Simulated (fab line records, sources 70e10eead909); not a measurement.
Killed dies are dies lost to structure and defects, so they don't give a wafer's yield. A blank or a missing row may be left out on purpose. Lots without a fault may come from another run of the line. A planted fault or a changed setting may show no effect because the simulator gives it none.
fab line records | flow nand_harc
record lots=7 wafers=21 last_day=23
route steps=1159 shown P_BONDPAD@374 END@1159
lots that met no fault: from a run of the same line without faults
start_h: hours from the record's first day to the start of the lot's first wafer shown | wait_h: hours since the lot's step before | " the same as in the row above | L1.1+2: a row that stands for several wafers | - no value, or no start given | * or withheld: withheld | < > ~ a bound
route shown NAME@n: a module of which the file shows steps, and the number in the route of the first | usual: mean/standard deviation of fault-free wafers | same: alike in all rows | chamber/n: place in a boat | sites: the reading at each site | _std_site: their standard deviation | _edge_site: outer sites' mean less inner sites' | radius_mm: how far each site lies from the wafer's centre | mask NAME#n: copy n | behind: the tool/chamber that last shaped the wafer | hold: why the lot was held/for how many hours/how that ended | device: the transistor (n, p or np) that didn't switch | end of line: the same wafers' tests at the end of the route | a step without rows: its recipe alone | killed: dies lost to structure and defects at the first sort, not the wafer's yield | map: a wafer's dies, x killed, . not, _ none there
set.NAME: the setting as run; set.NAME@STEP: as run at that earlier step | model.NAME: the simulator's own value behind a step, which no gauge read
lots at some steps of the route; a table a step, a row a wafer
services: from which hour (start_h, from the record's first day; less than 0 if before it) a tool's chamber was out of use, for how many hours, and why
## steps
# step NHARC_P_BONDPAD_DEGAS_25
# recipe temp_c=300 time_s=60
# step NHARC_P_BONDPAD_PRE_CLEAN_26
# recipe time_s=30 temp_c=280 gas=H2/He
# usual heater_power_w=414/45
# columns lot.wafer tool chamber start_h wait_h heater_power_w
L932.4 pvd_sputter-01 - - - 388
L932.2 " - " " 371
L932.3 " - " " 410
L936.2 pvd_sputter-02 - - - 416
L936.1 " - " " 478
L936.5 " - " " 508
L943.1 pvd_sputter-02 - - - 403
L943.2 " - " " 472
L943.4 " - " " 375
L944.2 pvd_sputter-02 - - - 376
L944.4 " - " " 475
L944.5 " - " " 363
L945.2 pvd_sputter-03 - - - 424
L945.4 " - " " 454
L945.1 " - " " 372
L946.2 pvd_sputter-03 - - - 451
L946.5 " - " " 380
L946.6 " - " " 418
L951.3 pvd_sputter-02 - - - 363
L951.4 " - " " 483
L951.5 " - " " 424
# step NHARC_P_BONDPAD_PVD_17
# recipe target_thk_a=50 bias_v=168.6 power_w=15000 chamber_pressure_pa=0.12 time_s=8.06 substrate_temp_c=50 material=TaN
# usual bias_v=168.7/1.7 cathode_dc_power_W=15000/2.7 throttle_valve_pct=30.4/0.76
# columns lot.wafer tool chamber start_h wait_h bias_v cathode_dc_power_W throttle_valve_pct
L932.4 pvd_sputter-01 - - - 169.4 15001 31.6
L932.2 " - " " 168.8 14997 30.6
L932.3 " - " " 169.7 14999 30.7
L936.2 pvd_sputter-02 - - - 167.5 15003 29.6
L936.1 " - " " 168.5 14998 29.9
L936.5 " - " " 169.1 15002 29.3
L943.4 pvd_sputter-02 - - - 172.2 14994 29.6
L943.1 " - " " 166.8 15006 29.6
L943.2 " - " " 167.6 15000 30.6
L944.4 pvd_sputter-02 - - - 168.4 15001 30.3
L944.2 " - " " 168.0 14998 29.8
L944.5 " - " " 168.2 14995 29.4
L945.1 pvd_sputter-03 - - - 169.0 15000 30.2
L945.4 " - " " 167.8 14994 29.6
L945.2 " - " " 170.5 14996 29.8
L946.2 pvd_sputter-03 - - - 167.9 14997 29.8
L946.5 " - " " 167.4 15000 29.9
L946.6 " - " " 167.7 15002 30.1
L951.3 pvd_sputter-02 - - - 166.1 15001 29.5
L951.4 " - " " 169.5 14999 30.7
L951.5 " - " " 166.0 14998 30.5
# step NHARC_P_BONDPAD_PVD_27
# recipe target_thk_a=300 chamber_pressure_pa=5 power_w=5000 substrate_temp_c=30 time_s=20.49 material=Cu
# usual cathode_dc_power_W=5000.0/0.79 throttle_valve_pct=30.4/0.72
# columns lot.wafer tool chamber start_h wait_h cathode_dc_power_W throttle_valve_pct
L932.3 pvd_sputter-01 - - - 4999.7 31.5
L932.4 " - " " 5000.4 30.7
L932.2 " - " " 5000.5 30.4
L936.1 pvd_sputter-02 - - - 5000.5 29.7
L936.2 " - " " 4998.8 29.7
L936.5 " - " " 5000.4 30.3
L943.2 pvd_sputter-02 - - - 4999.5 30.7
L943.4 " - " " 5000.3 29.5
L943.1 " - " " 5000.3 29.7
L944.4 pvd_sputter-02 - - - 4999.6 30.4
L944.2 " - " " 5001.2 29.6
L944.5 " - " " 5000.6 30.5
L945.1 pvd_sputter-03 - - - 5000.7 29.7
L945.2 " - " " 5001.3 30.3
L945.4 " - " " 4999.5 29.9
L946.2 pvd_sputter-03 - - - 5000.7 29.6
L946.6 " - " " 5000.0 29.8
L946.5 " - " " 4999.3 30.1
L951.4 pvd_sputter-02 - - - 5000.6 29.5
L951.3 " - " " 5000.3 30.6
L951.5 " - " " 4999.4 30.5
# step NHARC_P_BONDPAD_ECD_18
# recipe target_thk_a=4000 bath_temp_c=25 material=Cu
# step NHARC_P_BONDPAD_ANNEAL_28
# recipe temp_c=225 time_s=90
# usual wafer_temp_C_max=226.13/0.3
# columns lot.wafer tool chamber start_h wait_h wafer_temp_C_max
L932.2 rtp_anneal-02 0 137.49 0.3 225.88
L932.3 " 0 " " 225.92
L932.4 " 0 " " 226.30
L936.1 rtp_anneal-01 0 154.48 0.3 226.23
L936.2 " 0 " " 225.95
L936.5 " 0 " " 226.56
L943.1 rtp_anneal-02 0 209.57 0.3 225.70
L943.2 " 0 " " 226.03
L943.4 " 0 " " 225.75
L944.2 rtp_anneal-02 0 210.16 0.4 226.33
L944.4 " 0 " " 226.46
L944.5 " 0 " " 226.72
L945.1 rtp_anneal-02 0 210.42 - 226.42
L945.2 " 0 " " 226.45
L945.4 " 0 " " 225.96
L946.2 rtp_anneal-01 0 223.41 0.4 225.96
L946.5 " 0 " " 226.53
L946.6 " 0 " " 226.48
L951.3 rtp_anneal-01 0 242.32 - 226.61
L951.4 " 0 " " 226.38
L951.5 " 0 " " 226.02
# step NHARC_P_BONDPAD_CMP_19
# recipe t_overpolish_s=30 cu_recess_touch_s=16 target_thk_nm=160.81
# usual motor_current_A=12.2/1.2 overpolish_run_s=29.999/0.0089
# columns lot.wafer tool chamber start_h wait_h motor_current_A overpolish_run_s
L932.3 cmp-04 0 137.81 - 12.8 29.991
L932.4 " 1 " " 13.0 29.999
L932.2 " 2 " " 11.8 30.009
L936.2 cmp-01 0 154.83 - 11.0 29.989
L936.1 " 2 " " 9.6 29.989
L936.5 " 1 " " 13.0 30.003
L943.1 cmp-01 0 209.91 - 11.3 30.000
L943.4 " 1 " " 13.5 30.002
L943.2 " 3 " " 12.5 29.997
L944.2 cmp-02 1 210.48 - 13.3 29.998
L944.4 " 3 " " 12.4 29.995
L944.5 " 0 " " 10.3 29.991
L945.2 cmp-04 0 210.77 - 12.9 30.001
L945.1 " 1 " " 13.3 30.011
L945.4 " 2 " " 11.0 29.984
L946.2 cmp-04 0 223.74 - 13.1 30.007
L946.5 " 3 " " 13.0 29.984
L946.6 " 0 " " 13.1 29.994
L951.4 cmp-02 2 242.56 - 12.3 29.999
L951.3 " 3 " " 12.3 30.000
L951.5 " 3 " " 12.2 29.996
# step NHARC_P_BONDPAD_THK_MEAS_20
# recipe thk_meas_gauge=xrf
# usual thk_nm=160.6/1.5
# columns lot.wafer tool chamber start_h wait_h thk_nm
L932.2 film_metro-02 - 138.10 - 160.6
L932.3 " - " " 161.3
L932.4 " - " " 159.0
L936.1 film_metro-02 - 155.15 - 160.5
L936.2 " - " " 159.0
L936.5 " - " " 158.8
L943.1 film_metro-01 - 210.23 - 158.2
L943.2 " - " " 158.9
L943.4 " - " " 160.7
L944.2 film_metro-02 - 210.78 - 158.7
L944.4 " - " " 158.0
L944.5 " - " " 158.4
L945.1 film_metro-02 - 211.09 - 158.8
L945.2 " - " " 158.9
L945.4 " - " " 159.7
L946.2 film_metro-01 - 224.03 - 160.9
L946.5 " - " " 160.7
L946.6 " - " " 160.0
L951.3 film_metro-02 - 242.89 - 164.8
L951.4 " - " " 160.4
L951.5 " - " " 164.5
# step NHARC_P_BONDPAD_SRD_21
# recipe time_s=30 temp_c=23 dry_time_s=20 spin_rpm=1500
# step NHARC_P_BONDPAD_INSPECT_23
# usual raw_defect_count=320/100
# columns lot.wafer tool chamber start_h wait_h raw_defect_count
L932.2 defect_inspect-01 - 138.34 0.1 348
L932.3 " - " " 299
L932.4 " - " " 514
L936.1 defect_inspect-02 - 155.37 0.0 143
L936.2 " - " " 187
L936.5 " - " " 344
L943.1 defect_inspect-02 - 210.43 0.0 442
L943.2 " - " " 583
L943.4 " - " " 553
L944.2 defect_inspect-02 - 210.98 0.0 415
L944.4 " - " " 187
L944.5 " - " " 278
L945.1 defect_inspect-01 - 211.29 0.0 176
L945.2 " - " " 145
L945.4 " - " " 212
L946.2 defect_inspect-02 - 224.26 0.0 226
L946.5 " - " " 282
L946.6 " - " " 241
L951.3 defect_inspect-01 - 243.12 0.0 687
L951.4 " - " " 235
L951.5 " - " " 407
# step NHARC_P_BONDPAD_ACTIVATE_29
# recipe time_s=60 n2_flow_sccm=200 ar_flow_sccm=0 bias_power_w=0 chemistry=N2
# usual drypump_motor_current_A=5.7/0.64 oes_product_au=0.996/0.011 rf_vpp_V=64.0/1 run_length_s=81.2/0.35 showerhead_plenum_p_Torr=1.77/0.098
# columns lot.wafer tool chamber start_h wait_h drypump_motor_current_A oes_product_au rf_hours_counter_h rf_vpp_V run_length_s showerhead_plenum_p_Torr
L932.3 rie_diel-06 3 138.40 0.1 5.1 1.008 5 62.4 81.0 1.75
L932.2 " 2 " " 6.0 1.003 5 63.6 81.3 1.88
L932.4 " 0 " " 4.9 1.001 - 63.9 81.0 1.89
L936.1 rie_diel-06 0 155.43 0.1 4.9 0.996 7 64.5 80.8 1.89
L936.2 " 3 " " 5.1 1.002 7 65.0 81.2 1.75
L936.5 " 0 " " 4.9 0.997 - 65.4 81.0 1.89
L943.1 rie_diel-02 1 210.52 0.1 6.3 1.008 20 63.5 81.3 1.69
L943.2 " 2 " " 5.8 0.984 21 61.9 80.9 1.63
L943.4 " 2 " " 5.9 0.986 - 64.1 81.2 1.63
L944.2 rie_diel-06 0 211.04 0.1 4.9 1.006 11 64.6 90.7 1.89
L944.4 " 1 " " 6.6 0.976 7 63.2 91.3 1.66
L944.5 " 0 " " 4.9 1.008 - 65.4 90.7 1.89
L945.4 rie_diel-06 2 211.35 0.1 5.9 0.989 12 65.5 91.3 1.88
L945.1 " 3 " " 5.1 1.003 12 63.4 90.5 1.75
L945.2 " 0 " " 4.9 1.010 11 65.6 90.7 1.89
L946.2 rie_diel-06 1 224.36 0.1 6.6 0.973 9 63.9 91.2 1.66
L946.5 " 2 " " 6.0 0.994 - 64.8 91.4 1.88
L946.6 " 3 " " 5.1 0.995 - 65.0 91.0 1.74
L951.4 rie_diel-01 3 243.18 0.1 5.0 0.976 32 63.1 81.5 1.67
L951.3 " 1 " " 5.3 1.017 31 64.4 81.3 1.91
L951.5 " 3 " " 5.0 0.991 - 62.9 81.3 1.67
# step NHARC_P_BONDPAD_PRECLEAN_30
# recipe time_s=300 temp_c=23 chemistry=DIW
# step NHARC_END_SORT_01
# recipe temp_c=25
# usual defect_limited_yield=95.0/1.7 killed_at_array=31/11 killed_at_other=0.5/0.78 killed_at_periphery=3.0/2 killed_dies=34/12 killed_open=3.2/2 killed_short=1.9/1.6 sort_bin_2_pct=1.6/0.67 sort_bin_3_pct=0.26/0.2 sort_bin_4_pct=3.2/1.1 sort_n_pass=643/12 sort_rim_yield_pct=96.8/1.8 sort_yield_pct=95.0/1.7
# same gross_dies=677 sort_bin_5_pct[%]=0 sort_bin_6_pct[%]=0 sort_bin_7_pct[%]=0 sort_bin_8_pct[%]=0 sort_rim_n_gross=106.00
# columns lot.wafer tool chamber start_h wait_h defect_limited_yield[%] killed_at_array killed_at_other killed_at_periphery killed_dies killed_open killed_short sort_bin_2_pct[%] sort_bin_3_pct[%] sort_bin_4_pct[%] sort_n_pass sort_rim_yield_pct[%] sort_yield_pct[%]
L932.2 prober-02 0 454.21 2.8 96.3 21 0 4 25 2 2 0.9 0 2.8 652 97.2 96.3
L932.3 prober-02 0 455.01 3.1 96.9 18 1 2 21 2 2 1.3 0.44 1.3 656 94.3 96.9
L932.4 prober-02 0 455.82 3.4 96.8 18 3 1 22 4 1 0.6 0.15 2.5 655 98.1 96.8
L936.1 prober-01 0 461.27 2.5 91.7 49 1 6 56 4 3 2.1 0.59 5.6 621 95.3 91.7
L936.2 prober-01 0 462.05 2.8 93.4 43 0 2 45 2 1 1.8 0.15 4.7 632 98.1 93.4
L936.5 prober-01 0 464.42 3.6 91.7 50 1 5 56 3 3 2.7 0.59 5.0 621 97.2 91.7
L944.2 prober-01 0 510.81 2.8 96.8 17 1 4 22 3 2 0.7 0.30 2.2 655 98.1 96.8
L944.4 prober-01 0 512.39 3.4 98.4 8 0 3 11 1 2 0.3 0.30 1.0 666 98.1 98.4
L944.5 prober-01 0 513.19 3.7 96.3 18 3 4 25 4 3 1.2 0 2.5 652 97.2 96.3
L951.3 prober-01 0 558.08 3.1 97.3 16 0 2 18 6 0 1.2 0.15 1.3 659 96.2 97.3
L951.4 prober-01 0 558.87 3.4 97.5 14 0 3 17 6 1 0.9 0 1.6 660 98.1 97.5
L951.5 prober-01 0 559.66 3.7 95.4 27 1 3 31 8 2 1.2 0.59 2.8 646 95.3 95.4
# killed by level:class
L932.2 A_SLIT:chamber_film_flake=14 P_ZERO_WELL:chamber_film_flake=2 A_CHANNEL_HOLE_D1:chamber_film_flake=2 A_STAIRCASE:chamber_film_flake=2 P_STI:geometric_particle:short=1 A_ONON_D1:geometric_particle:short=1 A_CHANNEL_FILL_D1:geometric_particle:open=1 A_BLC:geometric_particle:open=1
L932.3 A_SLIT:chamber_film_flake=9 A_CONTACT:chamber_film_flake=2 A_CHANNEL_HOLE_D1:geometric_particle:short=1 A_CHANNEL_HOLE_D1:geometric_particle:open=1 A_WL_FILL:geometric_particle:short=1 A_M1:geometric_particle:open=1 P_ZERO_WELL:chamber_film_flake=1 P_STI:chamber_film_flake=1
L932.4 A_SLIT:chamber_film_flake=8 A_CONTACT:geometric_particle:open=3 THIN_TSV:chamber_film_flake=3 A_STAIRCASE:chamber_film_flake=2 A_ONON_D1:geometric_particle:short=1 A_CHANNEL_FILL_D1:geometric_particle:open=1 P_ZERO_WELL:chamber_film_flake=1 A_ZERO_WELL:chamber_film_flake=1
L936.1 A_CHANNEL_HOLE_D1:chamber_film_flake=17 A_SLIT:chamber_film_flake=17 A_CONTACT:chamber_film_flake=7 P_GATE:chamber_film_flake=4 A_STAIRCASE:chamber_film_flake=3 A_SGD_CUT:geometric_particle:short=2 P_M1:geometric_particle:open=1 A_ONON_D1:geometric_particle:short=1
L936.2 A_SLIT:chamber_film_flake=18 A_CHANNEL_HOLE_D1:chamber_film_flake=12 A_CONTACT:chamber_film_flake=10 A_CONTACT:geometric_particle:open=2 A_ONON_D1:geometric_particle:short=1 P_STI:chamber_film_flake=1 P_GATE:chamber_film_flake=1
L936.5 A_CHANNEL_HOLE_D1:chamber_film_flake=16 A_SLIT:chamber_film_flake=14 A_CONTACT:chamber_film_flake=11 P_GATE:chamber_film_flake=3 A_STAIRCASE:chamber_film_flake=3 A_WL_FILL:chamber_film_flake=2 P_M1:geometric_particle:open=1 P_M2:geometric_particle:open=1
L944.2 A_CHANNEL_HOLE_D1:chamber_film_flake=6 A_CONTACT:chamber_film_flake=4 A_CHANNEL_FILL_D1:geometric_particle:short=2 P_M1:chamber_film_flake=2 A_STAIRCASE:chamber_film_flake=2 P_CONTACT:geometric_particle:open=1 A_SOURCE_PLATE:geometric_particle:open=1 A_M0:geometric_particle:open=1
L944.4 A_CHANNEL_HOLE_D1:chamber_film_flake=3 P_M1:chamber_film_flake=2 A_CONTACT:chamber_film_flake=2 P_GATE:geometric_particle:short=1 A_WL_FILL:geometric_particle:short=1 A_BLC:geometric_particle:open=1 A_STAIRCASE:chamber_film_flake=1
L944.5 A_CHANNEL_HOLE_D1:chamber_film_flake=6 A_CONTACT:chamber_film_flake=3 THIN_TSV:chamber_film_flake=3 A_WL_FILL:geometric_particle:short=2 A_CONTACT:geometric_particle:open=2 P_M1:chamber_film_flake=2 A_STAIRCASE:chamber_film_flake=2 P_CONTACT:geometric_particle:open=1
L951.3 A_CHANNEL_HOLE_D1:chamber_film_flake=5 A_SGD_CUT:chamber_film_flake=4 A_ONON_D1:geometric_particle:open=2 P_M0:geometric_particle:open=1 A_SGD_CUT:geometric_particle:open=1 A_M0:geometric_particle:open=1 A_M1:geometric_particle:open=1 P_ZERO_WELL:chamber_film_flake=1
L951.4 A_SGD_CUT:chamber_film_flake=4 A_CONTACT:chamber_film_flake=3 P_CONTACT:geometric_particle:open=2 A_CHANNEL_HOLE_D1:chamber_film_flake=2 P_GATE:geometric_particle:short=1 A_ONON_D1:geometric_particle:open=1 A_CHANNEL_FILL_D1:geometric_particle:open=1 A_CONTACT:geometric_particle:open=1
L951.5 A_CHANNEL_HOLE_D1:chamber_film_flake=9 A_CONTACT:geometric_particle:open=3 A_SGD_CUT:chamber_film_flake=3 A_WL_FILL:chamber_film_flake=3 A_CONTACT:chamber_film_flake=2 P_CONTACT:geometric_particle:open=1 P_M2:geometric_particle:short=1 A_CHANNEL_HOLE_D1:geometric_particle:short=1
## services
# columns tool chamber start_h hours kind
cmp-02 - 114.14 1.0 repair
cmp-02 - 115.97 1.9 repair
rie_diel-06 0 122.20 - clean
rie_diel-06 1 122.20 - clean
rie_diel-06 2 122.20 - clean
cmp-01 - 124.61 1.5 repair
cmp-02 - 128.62 4.0 pm
rie_diel-06 1 132.37 16.8 repair
cmp-02 - 136.51 1.2 repair
rie_diel-01 - 137.80 9.0 pm
rie_diel-02 - 150.70 9.0 pm
cmp-04 - 151.29 1.2 repair
pvd_sputter-01 - 158.00 10.0 pm
rie_diel-06 - 162.28 12.5 repair
rie_diel-01 - 168.95 1.2 repair
cmp-01 - 179.50 4.0 pm
cmp-04 - 203.00 4.0 pm
rie_diel-02 3 205.93 7.4 repair
pvd_sputter-02 - 214.01 10.0 pm
cmp-02 - 217.02 0.4 repair
rie_diel-02 2 219.20 6.0 repair
pvd_sputter-03 - 224.96 7.2 repair
cmp-02 - 226.62 4.0 pm
rie_diel-06 - 241.20 9.0 pm
## key
first_sign step=NHARC_P_BONDPAD_ACTIVATE_29 reading=run_length_s direction=up sigmas=28 usual=* struck=*
effect none on later readings
met_at NHARC_P_BONDPAD_ACTIVATE_29
struck_wafers L944.2,L944.4,L944.5,L945.1,L945.2,L945.4,L946.2,L946.5,L946.6
onset_between 155.43 211.04
fault kind=process_parameter_drift tool=rie_diel-06 chamber=- onset_h=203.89 steps=NHARC_P_BONDPAD_ACTIVATE_29 channel=time_s offset=* shape=step end_h=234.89 acts_in=* stated=*
